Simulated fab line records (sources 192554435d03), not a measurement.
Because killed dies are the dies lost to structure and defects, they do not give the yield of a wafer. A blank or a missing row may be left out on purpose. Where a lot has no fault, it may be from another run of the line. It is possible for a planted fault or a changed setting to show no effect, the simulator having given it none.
Matching of chambers -- flow n5-finfet -- 3 sister chambers for N5_BEOL_M0_SAQP_PECVD_96 on pecvd-03
The step deposits a-Si from SiH4/He, target thk 45 nm, time 45.2 s. 6 wafers are shown with their chamber, then 11 later ones without.

== WAFERS PAIRED WITH THEIR CHAMBERS ==
wafer,chamber,showerhead-plenum-p-Torr (Torr),throttle-valve-pct (%)
L083.5,2,5.65,17.4
L084.2,0,5.73,17.8
L084.5,2,5.64,17.2
L085.4,0,5.73,17.9
L085.6,1,5.63,17.9
L089.1,1,5.64,18.4

== WAFERS WITHOUT THEIR CHAMBER ==
wafer,showerhead-plenum-p-Torr (Torr),throttle-valve-pct (%)
L089.3,5.64,17.1
L089.5,5.63,18.1
L090.2,5.63,17.1
L090.3,5.62,18.1
L090.4,5.72,17.7
L092.1,5.62,17.9
L092.3,5.64,17.2
L092.6,5.74,18.0
L095.3,5.62,18.0
L095.5,5.62,18.1
L095.6,5.63,17.3

== WHICH CHAMBER EACH WENT THROUGH ==
wafer,from the rows above,in truth
L089.3,2,2
L089.5,1,1
L090.2,2,2
L090.3,1,1
L090.4,0,0
L092.1,1,1
L092.3,2,2
L092.6,0,0
L095.3,1,1
L095.5,1,1
L095.6,can't be placed: 2 or 1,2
Correctly placed: 10 of 11. These rows do not allow placing 1 (true chamber among the candidates in 1). Wrongly placed: 0.
How it was worked out, from the rows above alone: a wafer's distance from a chamber is the root of the sum, over the readings, of the square of ((its reading less the chamber's mean) divided by the reading's scatter). If the next closest chamber is less than 2 further off than the closest, the wafer can't be placed; otherwise it belongs to the closest. For every chamber, the mean is computed from those of its wafers that are shown. The scatter: the root of (the sum of the squares of (reading less its chamber's mean) over the shown wafers, divided by (wafers less chambers)).
